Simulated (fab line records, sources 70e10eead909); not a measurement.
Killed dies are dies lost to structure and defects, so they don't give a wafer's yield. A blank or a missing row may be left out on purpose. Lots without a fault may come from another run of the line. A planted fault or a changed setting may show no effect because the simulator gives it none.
Which tool did it? | flow nand_harc | 12 lots, 36 wafers sampled, at 4 steps of a route of 1302

WHAT THE GAUGES READ, wafer by wafer
NHARC_P_CONTACT_INSPECT_27.
lot  | measured     | on                | raw_defect_count
L075 | day 6 12:03  | defect_inspect-02 | 194 369 296
L077 | day 7 04:12  | defect_inspect-02 | 159 194 199
L079 | day 8 03:16  | defect_inspect-02 | 182 171 158
L081 | day 9 05:02  | defect_inspect-01 | 202 235 284
L083 | day 10 00:25 | defect_inspect-01 | 187 257 256
L085 | day 10 15:19 | defect_inspect-02 | 278 168 384
L087 | day 11 14:56 | defect_inspect-02 | 290 184 187
L089 | day 12 10:55 | defect_inspect-02 | 144 101 134
L091 | day 12 23:22 | defect_inspect-02 | 224 293 185
L093 | day 14 04:13 | defect_inspect-02 | 251 277 204
L095 | day 14 16:34 | defect_inspect-02 | 177 200 204
L097 | day 15 22:33 | defect_inspect-01 | 194 172 271

WHICH TOOL RAN EACH LOT (tool, then ch and the chambers of the sampled wafers, then the start)
lot  | NHARC_P_ZERO_WELL_DESCUM_13        | NHARC_P_GATE_ALD_36               | NHARC_P_CONTACT_ETCH_31
L075 | rie_diel-11 ch 0,1,3, day 2 07:25  | ald_sin-03 ch 0,2,3, day 5 14:07  | rie_diel-13 ch 0,1,3, day 6 12:03 or earlier
L077 | rie_diel-05 ch 2,3, day 3 03:24    | ald_sin-01 ch 2,3, day 6 07:25    | rie_diel-13 ch 0,1,3, day 7 04:12 or earlier
L079 | rie_diel-11 ch 0,1,3, day 3 23:25  | ald_sin-04 ch 0,1,2, day 7 04:26  | rie_diel-12 ch 0,2,3, day 8 03:16 or earlier
L081 | rie_diel-05 ch 0,1,2, day 4 19:26  | ald_sin-03 ch 2,3, day 8 07:06    | rie_diel-09 ch 0,1,3, day 9 05:02 or earlier
L083 | rie_diel-04 ch 0,2,3, day 5 15:25  | ald_sin-01 ch 0,3, day 9 02:17    | rie_diel-09 ch 0,1,3, day 10 00:25 or earlier
L085 | rie_diel-04 ch 0,1,3, day 6 11:25  | ald_sin-04 ch 1,3, day 9 12:52    | rie_diel-09 ch 1,3, day 10 15:19 or earlier
L087 | rie_diel-05 ch 0,2,3, day 7 07:23  | ald_sin-01 ch 0,2,3, day 10 17:56 | rie_diel-12 ch 0,1,3, day 11 14:56 or earlier
L089 | rie_diel-05 ch 1,2, day 8 03:26    | ald_sin-03 ch 2,3, day 11 13:37   | rie_diel-13 ch 0,2,3, day 12 10:55 or earlier
L091 | rie_diel-05 ch 1,2,3, day 8 23:28  | ald_sin-03 ch 0,1,2, day 12 01:33 | rie_diel-13 ch 0,2,3, day 12 23:22 or earlier
L093 | rie_diel-05 ch 0,1,2, day 9 19:57  | ald_sin-03 ch 0,2,3, day 13 07:16 | rie_diel-13 ch 1,2,3, day 14 04:13 or earlier
L095 | rie_diel-04 ch 1,2, day 10 15:22   | ald_sin-04 ch 0,1, day 13 19:31   | rie_diel-13 ch 0,1,2, day 14 16:34 or earlier
L097 | rie_diel-11 ch 0,1,3, day 11 11:19 | ald_sin-03 ch 1,2,3, day 14 22:10 | rie_diel-09 ch 0,2, day 15 22:33 or earlier
- NHARC_P_ZERO_WELL_DESCUM_13: chemistry O2, time 3 s.
- NHARC_P_GATE_ALD_36: deposits SiNx, target thk 20 nm, pulse time 60 s, ald cycles 223.
- NHARC_P_CONTACT_ETCH_31: etches the open film in CH3F/O2, target depth 30 nm, time 85.7 s.

THE ANSWER, worked out from the rows above alone
Rule: what is usual is taken from the lots themselves. Put in order of their means at a reading, lots are off if they are a third of the lots or fewer, leave a main group of 4 or more, and stand apart from it by a gap of 3 or more times the standard deviation of the main group's means; of several such gaps the widest counts. A main group whose means are all the same, to the digits that the tables above print for the reading, isn't used. A lot without any number at a reading at which 4 lots or more have one is off too. The other lots that the step has rows for count as sound.
No lot is off at any reading shown: from this, nothing can be told.

WHAT THE SIMULATOR HAD PUT IN
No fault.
